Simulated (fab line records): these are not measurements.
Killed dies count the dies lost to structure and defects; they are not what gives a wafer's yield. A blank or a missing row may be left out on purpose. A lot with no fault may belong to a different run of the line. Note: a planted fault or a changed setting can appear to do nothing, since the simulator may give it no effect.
Which of the tools did it?	flow n5Finfet	24 lots, 72 wafers sampled, at 6 steps of a route of 1938

== WHAT THE GAUGES READ, wafer by wafer ==
No reading from a measuring or inspecting step in the record can be judged against a usual standard deviation.

== WHICH TOOL RAN EACH LOT (tool, then ch and the chambers of the sampled wafers, then the start) ==
lot	N5_HKMG_FIN_ALD_21	N5_HKMG_FIN_W_FILL_22	N5_GATE_CUT_STRIP_59	N5_GATE_CUT_ETCH_36	N5_MOL_CONTACT_COAG_SPUTTER_143	N5_MOL_CONTACT_COAG_ALD_27
L074	aldMetal-03 ch 1,3, day 4 09:22	cvdW-02 ch 0,1, day 4 09:47	rieDiel-03 ch 1,2,3, day 4 11:03	rieDiel-03 ch 0,1,2, day 4 14:24	pvdSputter-03, day 4 23:22	aldSin-02 ch 1,2, day 5 03:58
L075	aldMetal-01 ch 0,1,3, day 4 12:08	cvdW-01 ch 1, day 4 12:33	rieDiel-02 ch 0,1, day 4 13:51	rieDiel-01 ch 0,1, day 4 17:12	pvdSputter-03, day 5 00:22	aldSin-04 ch 1,3, day 5 05:12
L076	aldMetal-03 ch 0,1, day 4 17:05	cvdW-02 ch 0,1, day 4 17:30	rieDiel-02 ch 1,2, day 4 18:49	rieDiel-01 ch 0,2, day 4 22:41	pvdSputter-03, day 5 09:13	aldSin-02 ch 1,2,3, day 5 12:14
L077	aldMetal-01 ch 0,1,2, day 5 00:28	cvdW-01 ch 0,1, day 5 00:53	rieDiel-02 ch 0,1,2, day 5 02:10	rieDiel-03 ch 0,1,3, day 5 05:30	pvdSputter-02, day 5 13:42	aldSin-04 ch 0,3, day 5 17:01
L078	aldMetal-03 ch 0,1, day 5 10:06	cvdW-01 ch 0,1, day 5 10:31	rieDiel-03 ch 1,2, day 5 11:47	rieDiel-02 ch 0,1,2, day 5 15:34	pvdSputter-01, day 5 21:29	aldSin-02 ch 0,1,2, day 6 02:24
L079	aldMetal-02 ch 0,2,3, day 5 15:16	cvdW-01 ch 0,1, day 5 15:41	rieDiel-01 ch 1,3, day 5 17:00	rieDiel-03 ch 0,2,3, day 5 20:32	pvdSputter-03, day 6 02:54	aldSin-04 ch 0,1,3, day 6 06:49
L080	aldMetal-01 ch 0,2,3, day 5 22:17	cvdW-02 ch 0,1, day 5 22:43	rieDiel-01 ch 0,3, day 6 00:02	rieDiel-03 ch 1,2, day 6 03:39	pvdSputter-03, day 6 11:28	aldSin-04 ch 0,2, day 6 15:26
L081	aldMetal-03 ch 0,1,3, day 6 01:02	cvdW-01 ch 0,1, day 6 01:28	rieDiel-01 ch 1,3, day 6 02:43	rieDiel-01 ch 0,1,3, day 6 06:06	pvdSputter-01, day 6 12:10	aldSin-03 ch 0,3, day 6 16:14
L082	aldMetal-02 ch 1,2,3, day 6 10:37	cvdW-01 ch 0, day 6 11:06	rieDiel-02 ch 0,2,3, day 6 12:22	rieDiel-02 ch 1,2,3, day 6 15:59	pvdSputter-02, day 6 23:13	aldSin-02 ch 1,2,3, day 7 03:09
L083	aldMetal-02 ch 0,1,2, day 6 15:34	cvdW-01 ch 0,1, day 6 15:59	rieDiel-02 ch 0,1,3, day 6 17:21	rieDiel-01 ch 1,2,3, day 6 20:41	pvdSputter-02, day 7 02:35	aldSin-02 ch 0,1,2, day 7 06:42
L084	aldMetal-02 ch 1,2, day 6 17:29	cvdW-02 ch 0,1, day 6 17:54	rieDiel-02 ch 0,1,2, day 6 19:11	rieDiel-02 ch 0,1,2, day 6 22:30	pvdSputter-02, day 7 05:40	aldSin-03 ch 1,2, day 7 09:46
L085	aldMetal-02 ch 0,2,3, day 7 01:13	cvdW-01 ch 0,1, day 7 01:39	rieDiel-03 ch 0,1,2, day 7 03:05	rieDiel-01 ch 1,2, day 7 06:25	pvdSputter-03, day 7 12:57	aldSin-03 ch 1,2,3, day 7 17:26
L086	aldMetal-01 ch 1,2,3, day 7 05:53	cvdW-02 ch 0,1, day 7 06:19	rieDiel-02 ch 0,1,3, day 7 07:33	rieDiel-02 ch 0,1,2, day 7 11:34	pvdSputter-01, day 7 18:14	aldSin-02 ch 0,2,3, day 7 22:12
L087	aldMetal-02 ch 0,2, day 7 11:19	cvdW-02 ch 0,1, day 7 11:44	rieDiel-03 ch 0,1,3, day 7 13:02	rieDiel-01 ch 0,2, day 7 17:04	pvdSputter-02, day 8 00:52	aldSin-02 ch 0,1,3, day 8 04:12
L088	aldMetal-02 ch 0,3, day 7 17:44	cvdW-01 ch 0,1, day 7 18:10	rieDiel-02 ch 0,2, day 7 19:29	rieDiel-02 ch 1,3, day 7 23:01	pvdSputter-01, day 8 06:05	aldSin-02 ch 0,1,3, day 8 10:38
L089	aldMetal-02 ch 0,1,2, day 8 00:47	cvdW-01 ch 0,1, day 8 01:13	rieDiel-02 ch 1,2, day 8 02:27	rieDiel-01 ch 1,2, day 8 05:54	pvdSputter-01, day 8 12:07	aldSin-04 ch 2,3, day 8 17:25
L090	aldMetal-01 ch 1,3, day 8 05:20	cvdW-01 ch 0,1, day 8 05:46	rieDiel-01 ch 0,1,2, day 8 07:01	rieDiel-03 ch 0,2,3, day 8 10:40	pvdSputter-03, day 8 17:10	aldSin-04 ch 1,3, day 8 22:41
L091	aldMetal-01 ch 0,2,3, day 8 12:53	cvdW-01 ch 0,1, day 8 13:19	rieDiel-02 ch 1,2,3, day 8 14:46	rieDiel-02 ch 0,1,2, day 8 18:08	pvdSputter-02, day 9 01:22	aldSin-03 ch 0,2,3, day 9 04:43
L092	aldMetal-03 ch 0,1,2, day 8 18:28	cvdW-01 ch 0,1, day 8 18:53	rieDiel-02 ch 2,3, day 8 20:08	rieDiel-01 ch 0,2,3, day 8 23:35	pvdSputter-01, day 9 07:13	aldSin-03 ch 0,1,2, day 9 11:42
L093	aldMetal-03 ch 0,1,2, day 9 03:12	cvdW-01 ch 0,1, day 9 03:37	rieDiel-03 ch 2,3, day 9 04:52	rieDiel-01 ch 2,3, day 9 08:41	pvdSputter-03, day 9 15:40	aldSin-03 ch 1,2,3, day 9 18:55
L094	aldMetal-01 ch 0,1, day 9 07:34	cvdW-01 ch 0, day 9 07:59	rieDiel-02 ch 0,2,3, day 9 09:31	rieDiel-03 ch 0,1, day 9 13:01	pvdSputter-03, day 9 20:32	aldSin-03 ch 1,2,3, day 10 01:26
L095	aldMetal-03 ch 0,2,3, day 9 11:09	cvdW-01 ch 0,1, day 9 11:35	rieDiel-02 ch 2,3, day 9 12:50	rieDiel-01 ch 2,3, day 9 16:41	pvdSputter-03, day 9 23:08	aldSin-04 ch 0,2,3, day 10 02:25
L096	aldMetal-02 ch 0,2,3, day 10 00:43	cvdW-02 ch 0,1, day 10 01:09	rieDiel-02 ch 2,3, day 10 02:25	rieDiel-01 ch 0,1,2, day 10 06:01	pvdSputter-01, day 10 11:50	aldSin-03 ch 2,3, day 10 15:17
L097	aldMetal-01 ch 0,1, day 10 07:05	cvdW-02 ch 0,1, day 10 07:38	rieDiel-02 ch 2,3, day 10 09:02	rieDiel-02 ch 0,3, day 10 12:32	pvdSputter-01, day 10 19:29	aldSin-04 ch 0,1,3, day 10 23:36
- N5_HKMG_FIN_ALD_21: deposits TiN, target thk 1.5 nm, pulse time 1 s, purge time 3 s.
- N5_HKMG_FIN_W_FILL_22: material W, target thk 60 nm, time 18.2 s.
- N5_GATE_CUT_STRIP_59: strips in N2/H2, time 20 s.
- N5_GATE_CUT_ETCH_36: etches SiARC in CF4, target depth 13 nm, time 21.7 s.
- N5_MOL_CONTACT_COAG_SPUTTER_143: material Co, target thk 2.5 nm.
- N5_MOL_CONTACT_COAG_ALD_27: deposits SiOC, target thk 17 nm, pulse time 1.5 s, time 2720 s.

== WHAT THE TOOLS THEMSELVES READ (means of the sampled wafers that have a number; where no wafer has one, the mark that the record gives instead) ==
N5_HKMG_FIN_ALD_21. Usual: heaterPowerW 830 W, standard deviation 100; precursorPulseHeightRel 1.002, standard deviation 0.02.
lot	tool	heaterPowerW (W)	precursorPulseHeightRel	flag
L074	aldMetal-03	1005	0.979	
L075	aldMetal-01	819	0.989	
L076	aldMetal-03	903	1.007	
L077	aldMetal-01	791	0.992	
L078	aldMetal-03	914	1.001	
L079	aldMetal-02	832	0.990	
L080	aldMetal-01	797	0.998	
L081	aldMetal-03	940	0.984	
L082	aldMetal-02	841	1.010	
L083	aldMetal-02	775	1.027	
L084	aldMetal-02	774	1.000	
L085	aldMetal-02	860	0.987	
L086	aldMetal-01	786	1.011	
L087	aldMetal-02	781	1.007	
L088	aldMetal-02	806	0.992	
L089	aldMetal-02	777	0.993	
L090	aldMetal-01	790	0.998	
L091	aldMetal-01	798	1.026	
L092	aldMetal-03	841	1.009	
L093	aldMetal-03	852	0.999	
L094	aldMetal-01	796	1.014	
L095	aldMetal-03	826	0.999	
L096	aldMetal-02	839	1.011	
L097	aldMetal-01	805	1.001	

N5_HKMG_FIN_W_FILL_22. Usual: heaterPowerW 916 W, standard deviation 93; throttleValvePct 19.2 %, standard deviation 0.62.
lot	tool	heaterPowerW (W)	throttleValvePct (%)	flag
L074	cvdW-02	994	18.7	
L075	cvdW-01	934	19.2	
L076	cvdW-02	1021	18.5	
L077	cvdW-01	846	19.3	
L078	cvdW-01	846	19.5	
L079	cvdW-01	892	19.4	
L080	cvdW-02	1008	18.0	
L081	cvdW-01	884	19.3	
L082	cvdW-01	784	19.4	
L083	cvdW-01	834	19.7	
L084	cvdW-02	1013	18.3	
L085	cvdW-01	896	19.5	
L086	cvdW-02	1019	18.3	
L087	cvdW-02	1023	18.2	
L088	cvdW-01	841	19.6	
L089	cvdW-01	854	19.6	
L090	cvdW-01	895	19.6	
L091	cvdW-01	903	19.5	
L092	cvdW-01	851	19.6	
L093	cvdW-01	909	19.5	
L094	cvdW-01	802	19.5	
L095	cvdW-01	841	19.6	
L096	cvdW-02	1033	18.4	
L097	cvdW-02	1024	18.5	

N5_GATE_CUT_STRIP_59. Usual: chamberPressureMTorr 100.00 mTorr, standard deviation 0.09; drypumpMotorCurrentA 5.9 A, standard deviation 0.31; oesProductAu 0.74 a.u., standard deviation 0.06; rfVppV 45.2 V, standard deviation 0.89; showerheadPlenumPTorr 3.40 Torr, standard deviation 0.11; throttleValvePct 12.45 %, standard deviation 0.23.
lot	tool	chamberPressureMTorr (mTorr)	drypumpMotorCurrentA (A)	oesProductAu (a.u.)	rfVppV (V)	showerheadPlenumPTorr (Torr)	throttleValvePct (%)	flag
L074	rieDiel-03	99.99	6.2	0.83	45.0	3.43	12.09	
L075	rieDiel-02	99.95	5.9	0.71	45.4	3.41	12.51	
L076	rieDiel-02	99.99	5.8	0.75	45.0	3.33	12.49	
L077	rieDiel-02	100.14	5.9	0.73	45.1	3.42	12.48	
L078	rieDiel-03	99.97	6.2	0.75	44.6	3.35	12.18	
L079	rieDiel-01	100.05	6.1	0.68	44.9	3.33	12.30	
L080	rieDiel-01	100.07	5.5	0.72	45.3	3.45	12.23	
L081	rieDiel-01	100.00	6.2	0.68	45.0	3.33	12.31	
L082	rieDiel-02	100.06	5.9	0.73	45.3	3.45	12.57	
L083	rieDiel-02	99.98	5.8	0.71	45.7	3.35	12.61	
L084	rieDiel-02	100.02	5.9	0.73	45.0	3.41	12.51	
L085	rieDiel-03	99.99	6.1	0.74	45.7	3.40	12.19	
L086	rieDiel-02	99.93	5.8	0.71	44.5	3.35	12.63	
L087	rieDiel-03	99.99	6.1	0.80	45.4	3.47	12.13	
L088	rieDiel-02	99.94	6.0	0.73	45.6	3.50	12.49	
L089	rieDiel-02	99.96	5.9	0.74	45.1	3.41	12.50	
L090	rieDiel-01	99.96	5.4	0.75	45.6	3.42	12.41	
L091	rieDiel-02	99.97	5.8	0.72	45.0	3.35	12.60	
L092	rieDiel-02	99.95	5.9	0.71	44.7	3.39	12.68	
L093	rieDiel-03	100.02	6.5	0.78	46.2	3.41	12.06	
L094	rieDiel-02	100.07	5.9	0.70	45.8	3.44	12.62	
L095	rieDiel-02	100.00	5.9	0.70	44.9	3.39	12.69	
L096	rieDiel-02	100.08	5.8	0.70	44.9	3.38	12.70	
L097	rieDiel-02	99.97	5.9	0.71	44.7	3.44	12.59	

N5_GATE_CUT_ETCH_36. Usual: chamberPressureMTorr 40.00 mTorr, standard deviation 0.033; drypumpMotorCurrentA 5.8 A, standard deviation 0.42; etchRfOnTimeS 21.7 s, standard deviation 0.68; mfcArSccm 100.0 sccm, standard deviation 0.3; oesProductAu 0.65 a.u., standard deviation 0.07; rfVppV 184.4 V, standard deviation 1; showerheadPlenumPTorr 2.16 Torr, standard deviation 0.058; throttleValvePct 15.67 %, standard deviation 0.21.
lot	tool	chamberPressureMTorr (mTorr)	drypumpMotorCurrentA (A)	etchRfOnTimeS (s)	mfcArSccm (sccm)	oesProductAu (a.u.)	rfVppV (V)	showerheadPlenumPTorr (Torr)	throttleValvePct (%)	flag
L074	rieDiel-03	40.01	6.1	21.6	100.2	0.65	185.6	2.17	15.63	
L075	rieDiel-01	40.04	5.3	21.1	99.9	0.64	184.9	2.19	15.52	
L076	rieDiel-01	39.97	5.2	21.2	100.3	0.69	184.6	2.22	15.60	
L077	rieDiel-03	40.02	6.1	22.1	100.1	0.70	185.5	2.21	15.52	
L078	rieDiel-02	39.99	5.9	21.6	100.3	0.63	183.9	2.16	15.78	
L079	rieDiel-03	40.02	6.4	22.4	99.9	0.69	185.6	2.21	15.46	
L080	rieDiel-03	40.00	5.9	22.1	99.9	0.63	184.4	2.14	15.76	
L081	rieDiel-01	39.99	5.7	21.9	100.1	0.60	183.8	2.15	15.60	
L082	rieDiel-02	39.99	5.8	21.7	100.1	0.63	184.4	2.14	15.89	
L083	rieDiel-01	40.01	5.8	22.0	99.7	0.64	183.8	2.12	15.62	
L084	rieDiel-02	40.01	5.9	21.4	99.9	0.62	184.4	2.16	15.80	
L085	rieDiel-01	40.01	5.5	21.9	99.7	0.64	183.6	2.11	15.55	
L086	rieDiel-02	39.99	5.9	21.5	99.9	0.62	184.1	2.16	15.81	
L087	rieDiel-01	40.00	5.2	21.0	99.6	0.68	185.7	2.21	15.64	
L088	rieDiel-02	40.02	5.8	22.1	99.7	0.59	183.2	2.10	16.01	
L089	rieDiel-01	40.00	5.5	21.5	100.0	0.69	184.7	2.14	15.63	
L090	rieDiel-03	39.98	6.4	22.4	100.1	0.67	185.2	2.21	15.50	
L091	rieDiel-02	40.01	5.9	21.4	100.1	0.62	184.3	2.15	15.83	
L092	rieDiel-01	39.99	5.7	21.6	99.7	0.65	183.7	2.16	15.68	
L093	rieDiel-01	40.00	5.7	21.5	100.1	0.68	183.9	2.14	15.72	
L094	rieDiel-03	39.99	5.8	22.4	100.1	0.62	184.4	2.16	15.77	
L095	rieDiel-01	39.99	5.7	21.5	99.7	0.68	184.6	2.14	15.73	
L096	rieDiel-01	40.01	5.4	21.0	100.0	0.73	184.5	2.15	15.47	
L097	rieDiel-02	39.97	5.8	21.1	100.1	0.67	184.1	2.12	15.74	

N5_MOL_CONTACT_COAG_SPUTTER_143. Usual: 30.4 % for throttleValvePct, sd 1.3.
lot	tool	throttleValvePct (%)	flag
L074	pvdSputter-03	31.1	
L075	pvdSputter-03	30.0	
L076	pvdSputter-03	28.9	
L077	pvdSputter-02	31.6	
L078	pvdSputter-01	29.5	
L079	pvdSputter-03	28.9	
L080	pvdSputter-03	30.0	
L081	pvdSputter-01	30.4	
L082	pvdSputter-02	31.8	
L083	pvdSputter-02	31.3	
L084	pvdSputter-02	31.6	
L085	pvdSputter-03	29.9	
L086	pvdSputter-01	28.8	
L087	pvdSputter-02	31.5	
L088	pvdSputter-01	29.7	
L089	pvdSputter-01	29.7	
L090	pvdSputter-03	30.9	
L091	pvdSputter-02	31.7	
L092	pvdSputter-01	29.6	
L093	pvdSputter-03	31.0	
L094	pvdSputter-03	30.8	
L095	pvdSputter-03	31.1	
L096	pvdSputter-01	29.6	
L097	pvdSputter-01	30.4	

N5_MOL_CONTACT_COAG_ALD_27. Usual: heaterPowerW 827 W, standard deviation 120; precursorPulseHeightRel 0.998, standard deviation 0.02.
lot	tool	heaterPowerW (W)	precursorPulseHeightRel	flag
L074	aldSin-02	893	0.975	
L075	aldSin-04	716	1.001	
L076	aldSin-02	923	0.997	
L077	aldSin-04	725	1.006	
L078	aldSin-02	955	0.981	
L079	aldSin-04	725	1.003	
L080	aldSin-04	768	0.981	
L081	aldSin-03	777	1.009	
L082	aldSin-02	919	0.987	
L083	aldSin-02	960	1.008	
L084	aldSin-03	809	1.002	
L085	aldSin-03	795	0.999	
L086	aldSin-02	867	1.010	
L087	aldSin-02	972	0.990	
L088	aldSin-02	975	0.990	
L089	aldSin-04	747	0.998	
L090	aldSin-04	732	1.009	
L091	aldSin-03	802	0.995	
L092	aldSin-03	815	1.005	
L093	aldSin-03	793	0.985	
L094	aldSin-03	788	1.003	
L095	aldSin-04	767	1.005	
L096	aldSin-03	839	1.009	
L097	aldSin-04	728	1.002	

== THE ANSWER, worked out from the rows above alone ==
Rule: take the mean of a lot's wafers that have a number; if it is more than 3 standard deviations from the usual mean, the lot is off. Also off: a lot with no number at a reading for which 4 or more lots have one. All remaining lots with rows at the step are treated as sound. Order of review: gauges by route order, followed by the tools' own readings, for which a lot's mean as printed above is used. The first step at which some lot is off is used, and at that step the reading that is off furthest; a lot without a number counts as furthest.
None of the lots is off at any reading shown; this tells nothing.

== WHAT THE SIMULATOR HAD INSERTED ==
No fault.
